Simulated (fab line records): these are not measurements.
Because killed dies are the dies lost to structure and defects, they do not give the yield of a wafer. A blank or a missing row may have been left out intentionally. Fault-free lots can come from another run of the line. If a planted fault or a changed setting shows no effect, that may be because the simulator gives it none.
Comparing a struck lot with a sound one / flow n5Finfet / 16 steps out of a route of 1938
Sound: these wafers, L404.4, L404.5, L404.6. Struck: wafer L421.6; the same lot's L421.5 was not struck, so it is left out; see the end for the cause.
Order at every step that has rows: each side's tool, ch and its chambers, its first start. Under that, the readings that differ: sound wafers / struck wafers / difference of the means / sigmas: that difference in standard deviations of wafers without a fault.
alike: same words and numbers on both sides, and readings whose means sit less than 2 such deviations apart. not compared: any withheld reading, any reading some wafer has no value for, any bound like >300 that may hide the same value, and any number with overlapping values for which the record gives no deviation.
A row with sigmas, a row that says differs or no value, or rows on one side alone: a step with any of these is where the two part. Non-overlapping numbers with no deviation appear without sigmas and do not part them. Lack of a reading on every wafer of one side parts them only where that side has two or more wafers.

first, 4 steps without rows for these wafers: N5_HKMG_FIN_ETCH_86 (etches SOC in N2/H2, stops on TiN, target depth 393.2 nm); N5_HKMG_FIN_STRIP_89 (strips SOC in N2/H2, time 20 s); N5_HKMG_FIN_WET_ETCH_87 (etches TiN in SC1, time 154.2 s, target depth 4.7 nm, rinse time 30 s); N5_HKMG_FIN_STRIP_88 (strips in N2/H2, time 360 s).
N5_HKMG_FIN_NWFM_ALD_20: deposits TiAlC, target thk 2 nm, pulse time 3 s, purge time 2 s.
  sound on aldMetal-01 ch 2,3, day 4 10:35; struck on aldMetal-01 ch 1, day 8 16:14
  alike: heaterPowerW, precursorPulseHeightRel
  not compared: aldCycles
then, 2 steps without rows for these wafers: N5_HKMG_FIN_ALD_71 (deposits TiN, target thk 1 nm, pulse time 1 s, purge time 3 s); N5_HKMG_FIN_COAT_66 (time 60 s, resist thk 300 nm).
N5_HKMG_FIN_ETCH_67: etches SOC in N2/H2, stops on TiN, target depth 388.9 nm.
  sound on rieDiel-06 ch 1,2,3, day 4 11:04; struck on rieDiel-06 ch 0, day 8 16:39
  alike: drypumpMotorCurrentA, oesProductAu, rfVppV, showerheadPlenumPTorr, throttleValvePct
  not compared: rfHoursCounterH
N5_HKMG_FIN_STRIP_90: strips SOC in N2/H2, time 20 s.
  sound on rieDiel-06 ch 1,2,3, day 4 11:08; struck on rieDiel-06 ch 0, day 8 16:43
  alike: drypumpMotorCurrentA, oesProductAu, rfVppV, showerheadPlenumPTorr, throttleValvePct
  not compared: rfHoursCounterH
then, 1 step without rows for these wafers: N5_HKMG_FIN_WET_ETCH_73 (etches the open film in SC1, time 42.3 s, target depth 1.3 nm, rinse time 30 s).
N5_HKMG_FIN_ETCHBACK_68: etches the open film in Cl2/Ar, stops on HfO2, target depth 0.5 nm.
  sound on rieMetal-03 ch 0,1, day 4 11:20; struck on rieMetal-03 ch 0, day 8 17:00
  alike: drypumpMotorCurrentA, mfcArSccm, oes_ar_750_au, oesProductAu, throttleValvePct
  not compared: rfHoursCounterH
N5_HKMG_FIN_STRIP_69: strips in N2/H2, time 360 s.
  sound on plasmaAsher-02 ch 0,1, day 4 11:33; struck on plasmaAsher-01 ch 0, day 8 17:20
  alike: drypumpMotorCurrentA, heaterPowerW
  not compared: rfHoursCounterH
N5_HKMG_FIN_ALD_21: deposits TiN, target thk 1.5 nm, pulse time 1 s, purge time 3 s.
  sound on aldMetal-01 ch 0,3, day 4 12:00; struck on aldMetal-01 ch 2, day 8 17:39
reading=aldCycles; sound=68 68 68; struck=76; difference=+8; sigmas=
  alike: heaterPowerW, precursorPulseHeightRel
then, 1 step without rows for these wafers: N5_HKMG_FIN_ALD_72 (deposits W, target thk 2 nm, pulse time 1 s, purge time 2 s).
-- here the record skips 3 days between the struck wafers' starts before and after, leaving off in module HKMG_FIN and picking up in module BEOL_M4 (first step shown: number 1111 of the route) --
N5_BEOL_M4_RC_MEAS_101:
  sound on prober-02 ch 0, day 8 03:07; struck on prober-01 ch 0, day 11 22:52
  alike: DIBL_N, DIBL_P, IOFF_N, IOFF_P, ION_N, ION_P, SS_N, SS_P, VT_N, VT_P
-- here the record skips 5 days between the struck wafers' starts before and after, leaving off in module BEOL_M4 and picking up in module PASSIVATION (first step shown: number 1936 of the route) --
N5_PASSIVATION_PROBE_49:
  struck on prober-02, day 16 22:20; sound on prober-01, day 12 09:00
  alike: defectLimitedYield, killed_at_M0_to_M3, killed_at_M4_up, killedAtContacts, killedAtFrontEnd, killedAtOther, killedDies, killedOpen, killedShort, sort_bin_5_function, sort_bin_6_memory, sortNPass, sortYieldPct

== WHERE THEY PART ==
Nowhere in this record.

WHY: the cause the simulator had injected
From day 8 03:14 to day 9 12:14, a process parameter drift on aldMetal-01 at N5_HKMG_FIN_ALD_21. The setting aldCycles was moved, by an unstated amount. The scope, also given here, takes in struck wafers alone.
